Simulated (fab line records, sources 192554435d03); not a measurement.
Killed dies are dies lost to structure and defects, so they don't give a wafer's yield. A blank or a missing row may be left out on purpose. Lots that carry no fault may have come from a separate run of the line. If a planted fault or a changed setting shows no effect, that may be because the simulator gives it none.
fab line records	flow n5-finfet
record: lots: 11	wafers: 27	last-day: 17
route steps=1938 shown HKMG_FIN@402 BEOL_M4@1111
lots that met no fault: from a run of the same line without faults
start-h: hours from the record's first day to the start of the lot's first wafer shown	wait-h: time in hours since the lot's previous step	" same as the row above	L1.1+2: one row covering several wafers at once	- no value, or no start given	* or withheld: withheld	< > ~ a bound
route shown NAME@n: names a module that has steps shown in the file, with the first one's number in the route	usual: mean/standard deviation taken from wafers without a fault	same: alike in all rows	chamber/n: place in a boat	sites: readings site by site	_std_site: their standard deviation	_edge_site: outer sites' mean less inner sites'	radius-mm: how far each site lies from the wafer's centre	mask NAME#n: copy n	behind: the tool/chamber that last shaped the wafer	hold: reason for holding the lot/hours on hold/outcome of the hold	device: the transistor (n, p or np) that didn't switch	end of line: the tests these same wafers got at the end of their route	where a step has no rows: the recipe by itself	killed: at the first sort, the dies lost to defects and structure; wafer yield is something else	map: a wafer's dies, marking killed ones x, the rest . and places with no die _
set.NAME: the setting as run; set.NAME@STEP: as run at that earlier step	model.NAME: the simulator's own value behind a step, which no gauge read
one table for each step of the route and one row for each wafer, over a sample of lots
services: from which hour (start-h, from the record's first day; less than 0 if before it) a tool's chamber was out of use, for how many hours, and why
== steps ==
step: N5_HKMG_FIN_ETCH_54
recipe: chemistry: CF4	target: SiARC	target-depth-a: 455	mask-material: CAR-ArF	time-s: 75.8	ion-energy-ev: 80	pressure-mtorr: 40	source-w: 545	bias-w: 36	Ar_flow_sccm: 100	cf4-flow-sccm: 100	ends: cleared
usual: drypump-motor-current-A: 5.7/0.46	etch-rf-on-time-s: 75.4/1.2	oes-product-au: 0.68/0.06	rf-fwd-power-W: 540.1/2.1	rf-vpp-V: 184.2/1	showerhead-plenum-p-Torr: 2.16/0.056	throttle-valve-pct: 15.68/0.22
lot.wafer	tool	chamber	start-h	wait-h	drypump-motor-current-A	etch-rf-on-time-s	oes-product-au	rf-fwd-power-W	rf-hours-counter-h	rf-vpp-V	showerhead-plenum-p-Torr	throttle-valve-pct
L693.3	rie-diel-05	3	82.52	0.0	6.3	75.6	0.71	536.5	86	185.2	2.17	15.66
L693.4	"	1	"	"	5.7	75.5	0.66	539.5	142	183.4	2.15	15.70
L693.5	"	3	"	"	6.3	75.5	0.71	532.1	-	184.4	2.18	15.64
L694.2	rie-diel-01	3	83.44	0.0	6.1	75.8	0.79	541.3	23	185.4	2.19	15.26
L694.5	"	2	"	"	5.2	76.5	0.68	541.8	-	182.5	2.07	15.82
L695.2	rie-diel-05	2	97.46	0.0	5.3	75.6	0.76	541.1	33	184.1	2.18	15.47
L695.4	"	3	"	"	6.3	76.1	0.70	535.7	90	183.3	2.17	15.67
L695.5	"	3	"	"	6.3	76.6	0.69	537.0	-	184.2	2.17	15.66
L696.2	rie-diel-01	0	99.14	0.0	5.1	74.7	0.68	539.3	92	183.5	2.16	15.52
L696.6	"	3	"	"	6.1	75.7	0.78	543.2	-	185.8	2.19	15.28
L697.2	rie-diel-01	0	107.62	0.0	5.1	74.8	0.68	536.9	96	185.2	2.15	15.53
L697.3	"	2	"	"	5.3	75.7	0.68	540.9	132	181.1	2.06	15.85
L697.4	"	0	"	"	5.1	74.8	0.68	537.8	-	182.8	2.15	15.53
L698.1	rie-diel-01	0	115.99	0.0	5.1	74.9	0.68	542.1	101	182.7	2.15	15.55
L698.2	"	1	"	"	5.3	75.4	0.61	541.5	213	185.4	2.21	15.95
L699.3	rie-diel-01	1	117.28	0.0	5.3	74.2	0.62	538.2	213	186.0	2.21	15.94
L699.4	"	2	"	"	5.3	75.5	0.68	540.3	137	183.4	2.06	15.84
L706.1	rie-diel-01	2	157.32	0.0	5.2	76.6	0.66	541.0	153	183.5	2.06	15.89
L706.4	"	0	"	"	5.1	74.8	0.66	541.2	115	184.2	2.15	15.57
L708.4	rie-diel-01	1	166.50	0.0	5.3	76.0	0.61	540.4	231	184.4	2.20	15.99
L708.6	"	2	"	"	5.2	77.5	0.66	539.4	-	184.2	2.06	15.88
L711.4	rie-diel-02	2	186.53	0.0	6.3	75.9	0.75	542.6	24	187.1	2.27	15.41
L711.5	"	1	"	"	6.3	74.9	0.61	539.7	-	183.3	2.12	15.95
L711.6	"	2	"	"	6.3	75.7	0.75	540.7	-	185.7	2.27	15.42
L713.1	rie-diel-02	0	199.05	0.0	5.9	75.6	0.73	541.0	59	183.8	2.18	15.61
L713.3	"	3	"	"	5.4	72.0	0.64	538.6	174	185.1	2.13	15.84
L713.6	"	0	"	"	5.9	75.4	0.72	541.5	-	185.0	2.18	15.60
step: N5_HKMG_FIN_ALD_79
recipe: material: TiN	target-thk-a: 15	temp-c: 400	ald-precursor-family: TiCl4	ald-co-reactant: NH3	pulse-time-s: 1	purge-time-s: 3	co-reactant-purge-time-s: 2	co-reactant-pulse-time-s: 2	ald-cycles: 68	pressure-torr: 3
usual: ald-cycles: 68/0	heater-power-w: 838/66	precursor-pulse-height-rel: 1.001/0.021
lot.wafer	tool	chamber	start-h	wait-h	ald-cycles	heater-power-w	precursor-pulse-height-rel
L693.3	ald-metal-02	3	83.85	0.0	68	853	0.987
L693.4	"	0	"	"	68	830	1.007
L693.5	"	0	"	"	68	842	1.056
L694.2	ald-metal-03	1	84.88	0.1	68	841	1.027
L694.5	"	1	"	"	68	826	1.018
L695.2	ald-metal-01	2	98.79	0.0	68	789	0.963
L695.4	"	2	"	"	68	774	1.029
L695.5	"	0	"	"	68	861	1.027
L696.2	ald-metal-02	2	101.35	0.0	68	826	0.988
L696.6	"	1	"	"	68	819	0.978
L697.2	ald-metal-03	3	108.95	0.0	68	901	1.002
L697.3	"	0	"	"	68	740	0.996
L697.4	"	2	"	"	68	726	0.975
L698.1	ald-metal-02	0	117.33	0.0	68	854	1.011
L698.2	"	1	"	"	68	784	0.982
L699.3	ald-metal-03	2	118.62	0.0	68	704	0.957
L699.4	"	1	"	"	68	846	0.984
L706.1	ald-metal-03	1	158.65	0.0	68	831	1.008
L706.4	"	0	"	"	68	721	0.989
L708.4	ald-metal-01	0	167.83	0.0	68	868	0.987
L708.6	"	3	"	"	68	982	1.015
L711.4	ald-metal-01	1	187.87	0.0	68	925	0.995
L711.5	"	0	"	"	68	888	0.972
L711.6	"	3	"	"	68	972	0.994
L713.1	ald-metal-02	2	200.41	0.0	68	826	1.006
L713.3	"	1	"	"	68	789	1.034
L713.6	"	2	"	"	68	823	0.993
step: N5_HKMG_FIN_PWFM_ALD_03
recipe: material: TiN	target-thk-a: 20	temp-c: 400	ald-precursor-family: TiCl4	ald-co-reactant: NH3	pulse-time-s: 1	purge-time-s: 3	co-reactant-purge-time-s: 2	co-reactant-pulse-time-s: 2	ald-cycles: 91	pressure-torr: 3
usual: ald-cycles: 91/0	heater-power-w: 835/72	precursor-pulse-height-rel: 1.001/0.02
lot.wafer	tool	chamber	start-h	wait-h	ald-cycles	heater-power-w	precursor-pulse-height-rel
L693.3	ald-metal-03	3	85.23	0.0	91	907	0.996
L693.4	"	2	"	"	91	730	0.968
L693.5	"	2	"	"	91	704	1.032
L694.2	ald-metal-03	3	86.22	0.0	91	924	0.975
L694.5	"	2	"	"	91	718	0.988
L695.2	ald-metal-03	3	99.98	0.0	91	900	0.992
L695.4	"	0	"	"	91	746	1.015
L695.5	"	3	"	"	91	906	0.990
L696.2	ald-metal-03	1	102.48	0.0	91	843	0.993
L696.6	"	2	"	"	91	714	1.057
L697.2	ald-metal-02	0	110.02	0.0	91	827	0.999
L697.3	"	2	"	"	91	801	0.970
L697.4	"	3	"	"	91	848	0.992
L698.1	ald-metal-02	1	118.67	0.0	91	781	0.995
L698.2	"	2	"	"	91	832	1.011
L699.3	ald-metal-02	0	119.99	0.0	80	839	1.011
L699.4	"	1	"	"	91	801	1.021
L706.1	ald-metal-02	3	159.94	0.0	91	869	0.963
L706.4	"	1	"	"	91	794	1.017
L708.4	ald-metal-03	1	168.96	0.0	91	846	1.042
L708.6	"	2	"	"	91	727	0.975
L711.4	ald-metal-01	1	189.06	0.0	91	915	0.985
L711.5	"	2	"	"	91	773	1.010
L711.6	"	3	"	"	91	1004	1.040
L713.1	ald-metal-01	3	201.50	0.0	91	991	0.995
L713.3	"	2	"	"	91	786	1.002
L713.6	"	1	"	"	91	927	1.007
step: N5_HKMG_FIN_OVL_MEAS_13
recipe: points-per-wafer: 44
usual: NWFM_OVL: 0.5/0.78
lot.wafer	tool	chamber	start-h	wait-h	NWFM_OVL[nm]
L693.3	overlay-01	0	85.97	0.0	1.2
L693.4	"	0	"	"	0.8
L693.5	"	0	"	"	0.9
L694.2	overlay-01	0	87.09	0.0	0.0
L694.5	"	0	"	"	0.2
L695.2	overlay-01	0	100.72	0.0	-0.6
L695.4	"	0	"	"	-0.3
L695.5	"	0	"	"	-0.4
L696.2	overlay-01	0	103.22	0.0	-0.4
L696.6	"	0	"	"	-0.4
L697.2	overlay-01	0	110.90	0.0	1.8
L697.3	"	0	"	"	0.6
L697.4	"	0	"	"	1.3
L698.1	overlay-02	0	119.54	0.0	0.9
L698.2	"	0	"	"	0.8
L699.3	overlay-02	0	120.86	0.0	-0.1
L699.4	"	0	"	"	0.1
L706.1	overlay-01	0	160.81	0.0	1.2
L706.4	"	0	"	"	-0.3
L708.4	overlay-01	0	169.70	0.0	0.3
L708.6	"	0	"	"	0.4
L711.4	overlay-02	0	189.81	0.0	-0.9
L711.5	"	0	"	"	1.2
L711.6	"	0	"	"	-0.8
L713.1	overlay-02	0	202.36	0.0	2.0
L713.3	"	0	"	"	2.4
L713.6	"	0	"	"	1.7
step: N5_BEOL_M4_RC_MEAS_101
usual: DIBL_N: 36.3/1.7	DIBL_P: 36.0/1.9	IOFF_N: 0.156/0.028	IOFF_P: 0.21/0.036	ION_N: 675/11	ION_P: 463/7.8	SS_N: 71.6/0.59	SS_P: 73.2/0.63	VT_N: 250/3.1	VT_P: -251/3.4
lot.wafer	tool	chamber	start-h	wait-h	DIBL_N[mV/V]	DIBL_P[mV/V]	IOFF_N[nA/um]	IOFF_P[nA/um]	ION_N[uA/um]	ION_P[uA/um]	SS_N[mV/dec]	SS_P[mV/dec]	VT_N[mV]	VT_P[mV]
L693.3	prober-02	0	168.96	0.3	38.5	37.8	0.187	0.21	682	458	71.5	73.8	246	-252
L693.4	"	0	"	"	36.1	35.7	0.158	0.18	674	456	71.3	73.2	247	-253
L693.5	"	0	"	"	36.6	36.2	0.158	0.18	679	460	71.3	73.7	248	-253
L694.2	prober-01	0	175.46	0.2	36.3	36.5	0.166	0.22	681	471	72.3	73.6	250	-249
L694.5	"	0	"	"	35.4	36.5	0.161	0.21	682	468	72.3	72.4	246	-252
L695.2	prober-02	0	184.73	0.2	38.1	37.9	0.190	0.24	682	470	71.2	73.5	248	-252
L695.4	"	0	"	"	34.3	32.5	0.127	0.17	680	463	70.5	72.5	251	-256
L695.5	"	0	"	"	36.9	36.6	0.170	0.22	688	466	71.9	73.9	250	-253
L696.2	prober-01	0	193.43	0.2	38.3	36.7	0.177	0.25	682	462	72.0	73.4	245	-245
L696.6	"	0	"	"	36.6	35.7	0.146	0.21	673	465	71.5	73.1	249	-248
L697.2	prober-02	0	193.92	0.2	34.2	33.5	0.128	0.19	673	464	71.0	72.3	250	-252
L697.3	"	0	"	"	35.6	35.0	0.146	0.22	661	457	71.8	72.8	252	-249
L697.4	"	0	"	"	36.1	34.7	0.155	0.21	667	461	71.4	72.6	251	-248
L698.1	prober-01	0	204.34	0.0	36.3	37.5	0.164	0.21	691	468	72.1	73.4	250	-250
L698.2	"	0	"	"	37.5	37.5	0.196	0.22	695	465	72.2	74.0	247	-251
L699.3	prober-01	0	210.69	0.3	37.8	38.1	0.195	0.18	691	460	71.4	73.9	245	-253
L699.4	"	0	"	"	36.4	35.9	0.144	0.20	662	458	72.1	73.5	250	-249
L706.1	prober-02	0	248.31	0.0	36.5	37.7	0.165	0.19	676	454	72.8	72.5	252	-251
L706.4	"	0	"	"	38.2	39.8	0.193	0.23	677	462	71.7	73.6	246	-251
L708.4	prober-01	0	255.93	0.5	40.2	41.1	0.209	0.23	693	466	72.1	74.6	249	-250
L708.6	"	0	"	"	36.7	37.4	0.144	0.17	678	462	70.8	72.9	253	-254
L711.4	prober-02	0	280.73	0.5	34.3	33.0	0.118	0.17	655	451	70.8	72.6	254	-255
L711.5	"	0	"	"	35.0	33.9	0.126	0.17	660	457	71.0	72.8	254	-253
L711.6	"	0	"	"	38.6	39.0	0.200	0.26	683	467	71.6	74.1	245	-248
L713.1	prober-01	0	298.73	0.0	36.7	35.2	0.144	0.20	683	471	71.3	73.2	250	-248
L713.3	"	0	"	"	34.6	33.2	0.118	0.18	669	463	70.9	72.8	254	-251
L713.6	"	0	"	"	36.0	34.7	0.136	0.20	680	471	71.5	72.8	252	-249
== services ==
tool	chamber	start-h	hours	kind
rie-diel-01	-	79.26	0.6	repair
rie-diel-01	1	95.65	5.7	repair
rie-diel-01	2	98.62	8.0	repair
ald-metal-01	3	98.68	6.5	repair
rie-diel-02	2	103.79	-	clean
rie-diel-02	2	103.79	-	consumable-replace:focus-ring
rie-diel-02	2	103.79	-	consumable-replace:showerhead
rie-diel-02	2	103.79	14.3	scheduled-down
rie-diel-02	2	103.79	14.3	vent-cycle
rie-diel-02	0	108.23	1.7	repair
rie-diel-02	-	130.52	2.8	pm
rie-diel-05	1	146.48	2.7	repair
rie-diel-01	0	150.88	2.4	repair
ald-metal-03	3	152.60	3.2	repair
ald-metal-03	2	155.54	8.3	repair
rie-diel-02	3	176.47	6.5	repair
rie-diel-05	2	179.93	8.2	repair
== key ==
first-sign: step: N5_HKMG_FIN_PWFM_ALD_03	reading: ald-cycles	direction: down	sigmas: 99+	usual: *	struck: *
effect none on later readings
met-at N5_HKMG_FIN_PWFM_ALD_03
struck-lots L699
struck-wafers L699.3
not-acting-at N5_HKMG_FIN_ETCH_54,N5_HKMG_FIN_ALD_79,N5_HKMG_FIN_OVL_MEAS_13
onset-between 118.67 119.99
fault: kind: process-parameter-drift	tool: ald-metal-02	chamber: -	onset-h: 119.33	steps: N5_HKMG_FIN_PWFM_ALD_03	channel: ald-cycles	offset: *	shape: step	end-h: 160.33	scope: struck-wafers-only	acts-in: *	stated: *
